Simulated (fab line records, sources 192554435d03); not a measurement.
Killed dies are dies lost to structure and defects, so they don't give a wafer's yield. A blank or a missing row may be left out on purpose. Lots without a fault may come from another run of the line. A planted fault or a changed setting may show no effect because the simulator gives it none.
Which tool did it? | flow n5_finfet | 7 lots, 21 wafers sampled, at 6 steps of a route of 1938

WHAT THE GAUGES READ, wafer by wafer
N5_BEOL_M9_CD_MEAS_18: pitch 140 nm, target cd 70 nm.
lot  | measured     | on        | cd_nm (nm)
L682 | day 12 12:19 | cd_sem-01 | 70.8 70.7 71.2
L685 | day 12 21:34 | cd_sem-01 | 69.8 69.5 69.8
L686 | day 13 05:11 | cd_sem-02 | 70.8 69.9 70.1
L691 | day 14 00:55 | cd_sem-01 | 69.6 70.8 70.5
L692 | day 14 11:05 | cd_sem-02 | - - -
L693 | day 14 19:22 | cd_sem-01 | 69.8 69.9 70.7
L702 | day 17 23:05 | cd_sem-03 | 69.9 69.4 70.1

WHICH TOOL RAN EACH LOT (tool, then ch and the chambers of the sampled wafers, then the start)
lot  | N5_BEOL_M8_PRE_CLEAN_45      | N5_BEOL_M8_ALD_77                   | N5_BEOL_M8_CMP_52             | N5_BEOL_M9_HM_DEP_02         | N5_BEOL_M9_HM_OPEN_17
L682 | pvd_sputter-03, day 12 07:20 | ald_metal-02 ch 0,1,3, day 12 07:28 | cmp-01 ch 0,1,3, day 12 09:04 | pvd_sputter-02, day 12 11:16 | rie_metal-03 ch 0,1, day 12 12:08
L685 | pvd_sputter-01, day 12 16:05 | ald_metal-02 ch 0,2,3, day 12 16:10 | cmp-04 ch 2,3, day 12 17:49   | pvd_sputter-03, day 12 20:10 | rie_metal-02 ch 0,1, day 12 21:23
L686 | pvd_sputter-01, day 13 00:22 | ald_metal-02 ch 0,3, day 13 00:27   | cmp-01 ch 0,1,2, day 13 01:36 | pvd_sputter-02, day 13 04:08 | rie_metal-01 ch 0,1, day 13 05:02
L691 | pvd_sputter-02, day 13 19:19 | ald_metal-04 ch 2,3, day 13 19:24   | cmp-04 ch 2,3, day 13 22:11   | pvd_sputter-03, day 13 23:45 | rie_metal-01 ch 0,1, day 14 00:44
L692 | pvd_sputter-03, day 14 06:39 | ald_metal-02 ch 1,2,3, day 14 06:43 | cmp-04 ch 0,2,3, day 14 07:57 | pvd_sputter-02, day 14 10:10 | rie_metal-02 ch 0,1, day 14 10:56
L693 | pvd_sputter-02, day 14 14:08 | ald_metal-01 ch 0,1, day 14 14:14   | cmp-01 ch 1,2,3, day 14 16:15 | pvd_sputter-02, day 14 17:40 | rie_metal-02 ch 0,1, day 14 19:02
L702 | pvd_sputter-02, day 17 18:21 | ald_metal-02 ch 0,2,3, day 17 18:32 | cmp-01 ch 0,1,2, day 17 20:13 | pvd_sputter-01, day 17 22:03 | rie_metal-01 ch 0,1, day 17 22:54
- N5_BEOL_M8_PRE_CLEAN_45: time 30 s.
- N5_BEOL_M8_ALD_77: deposits TaN, target thk 2 nm, pulse time 2 s, purge time 3 s.
- N5_BEOL_M8_CMP_52: polishes, stops on SiCOH lowk, t overpolish 6.9 s, target thk 80 nm.
- N5_BEOL_M9_HM_DEP_02: deposits TiN, target thk 20 nm.
- N5_BEOL_M9_HM_OPEN_17: chemistry Cl2/BCl3, target TiN, target depth 20 nm, overetch 6 nm.

THE ANSWER, worked out from the rows above alone
Rule: what is usual is taken from the lots themselves. Put in order of their means at a reading, lots are off if they are a third of the lots or fewer, leave a main group of 4 or more, and stand apart from it by a gap of 3 or more times the standard deviation of the main group's means; of several such gaps the widest counts. A main group whose means are all the same, to the digits that the tables above print for the reading, isn't used. A lot without any number at a reading at which 4 lots or more have one is off too. The other lots that the step has rows for count as sound.
Off: L692, at N5_BEOL_M9_CD_MEAS_18 (cd_nm). Without a number there: L692. The main group: mean 70.2 nm, standard deviation 0.39.
A tool fits if, at a process step before that reading, it ran every lot that is off, and no sound lot after the first of them. The gauges at N5_BEOL_M9_CD_MEAS_18 are tried like those tools. Can't be told from this: 3 tools fit, pvd_sputter-03 at N5_BEOL_M8_PRE_CLEAN_45, cmp-04 at N5_BEOL_M8_CMP_52, cd_sem-02 at N5_BEOL_M9_CD_MEAS_18.

WHAT THE SIMULATOR HAD PUT IN
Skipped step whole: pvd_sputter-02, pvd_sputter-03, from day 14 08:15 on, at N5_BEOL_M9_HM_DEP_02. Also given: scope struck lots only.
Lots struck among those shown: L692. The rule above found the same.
